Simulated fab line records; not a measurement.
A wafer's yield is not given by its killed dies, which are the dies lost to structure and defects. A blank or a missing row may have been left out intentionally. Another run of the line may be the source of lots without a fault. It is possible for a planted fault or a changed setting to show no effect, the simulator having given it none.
8D (eight disciplines) problem report, filled in by code -- flow n5-finfet -- the parts of the form that need people (team, actions taken, sign-off) are left out

1. PROBLEM STATEMENT
Mean of trench-depth-nm at N5_BEOL_M11_OCD_MEAS_38: 33.9 nm across 3 wafers in 3 lots; on wafers with no fault it is 148.5 nm (standard deviation 1.6). Relative to the usual mean, that is a shift of -72 standard deviations.
First observed at day 15 14:08: wafer L436.1, on ocd-02. At this step, 43 wafers from 15 lots have a number in the record. By rule, "out" or "out of limits" means more than 4 standard deviations away from the usual mean. All remaining wafers that have a number are taken as sound.

2. WHAT IT IS, AND WHAT IT ISN'T
question,is,is not
which readings at this step,trench-depth-nm,-
which lots,"L432, L436, L437","L426, L427, L428, L429, L440, L442, L443, L445, L446, L447, L448, L449"
which wafers of those lots,"L432.6, L436.1, L437.6","L432.4, L436.3, L436.5, L437.5"
read on which gauges,"ocd-01, ocd-02",-
when,from day 15 14:08,"up to then (14 sound wafers); but 26 sound wafers of L432, L437, L440, L442, L443, L445, L446, L447, L448, L449 came after"

3. WHAT RULES OUT EACH SUSPECT
Counting: a tool at a process step up to the reading stays a suspect if it ran every lot that is out. Sound lots after the first of them don't rule it out here, since some wafers of a struck lot are sound.
- the gauge at N5_BEOL_M11_OCD_MEAS_38 has been ruled out. 2 gauges (ocd-01, ocd-02) read the wafers that are out.
- rie-metal-02 at N5_BEOL_M11_HM_OPEN_17 (chemistry Cl2/BCl3, target TiN, target depth 20 nm, overetch 6 nm): kept. Ran every lot that is out, first one L436 (day 15 11:37); last sound lot up to then L429 (day 13 22:45).
- rie-diel-05 at N5_BEOL_M11_ETCH_65 (etches SiARC in CF4, target depth 39 nm, time 65 s): kept. Ran every lot that is out, first one L436 (day 15 13:41); last sound lot up to then L429 (day 14 00:19).
- rie-diel-05 at N5_BEOL_M11_VIA_ETCH_34 (etches SiCOH lowk in C4F6/O2, target depth 184.5 nm, time 69.2 s): kept. Ran every lot that is out, first one L436 (day 15 13:52); last sound lot up to then L429 (day 14 00:29).
rie-metal-02 at N5_BEOL_M11_HM_OPEN_17, rie-diel-05 at N5_BEOL_M11_ETCH_65 and rie-diel-05 at N5_BEOL_M11_VIA_ETCH_34 are what is left after counting.

4. THE CAUSE (what the simulator had put in)
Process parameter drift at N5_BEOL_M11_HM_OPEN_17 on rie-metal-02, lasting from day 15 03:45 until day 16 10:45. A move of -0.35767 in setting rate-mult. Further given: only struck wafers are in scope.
Counting left 3 suspects, and this tool is among them.

5. SEQUENCE OF EFFECTS, ordered by route
Rows list readings where the struck wafers' mean (over those with a number) sits beyond 3 standard deviations from the usual. Only readings for which the record gives a usual standard deviation are gone through. hours: the time from each lot's start at the first step in this table that gives one to its start at this step, as a median over the lots. sigmas: the change in usual standard deviations.
hours,step,reading,usual,on struck wafers,change,sigmas
0,N5_BEOL_M11_VIA_ETCH_34,oes-product-au,0.78 a.u.,0.43,-0.35,-4.2
0,N5_BEOL_M11_OCD_MEAS_38,trench-depth-nm,148.5 nm,33.9,-114.6,-72
Its process steps:
- N5_BEOL_M11_VIA_ETCH_34: etches SiCOH lowk in C4F6/O2, target depth 184.5 nm, time 69.2 s.
Readings that are blank on the struck wafers while sound wafers have them: M11_THK at N5_BEOL_M11_THK_MEAS_53; M11_RS at N5_BEOL_M11_RS_MEAS_57.

6. HOW IT WOULD HAVE BEEN CAUGHT EARLIER
In this record the first reading out of limits at a measuring or inspecting step was taken at day 15 14:08, 10 hours after the fault began at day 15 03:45.
Tool readings at N5_BEOL_M11_HM_OPEN_17 with a usual standard deviation given in the record: none out on any struck wafer, hence no alarm at a limit of 4 standard deviations on them.
Of the lots that are out (3), L437, L432 began N5_BEOL_M11_HM_OPEN_17 on rie-metal-02 after day 15 14:08. A hold on the tool at that time would have spared those 2.
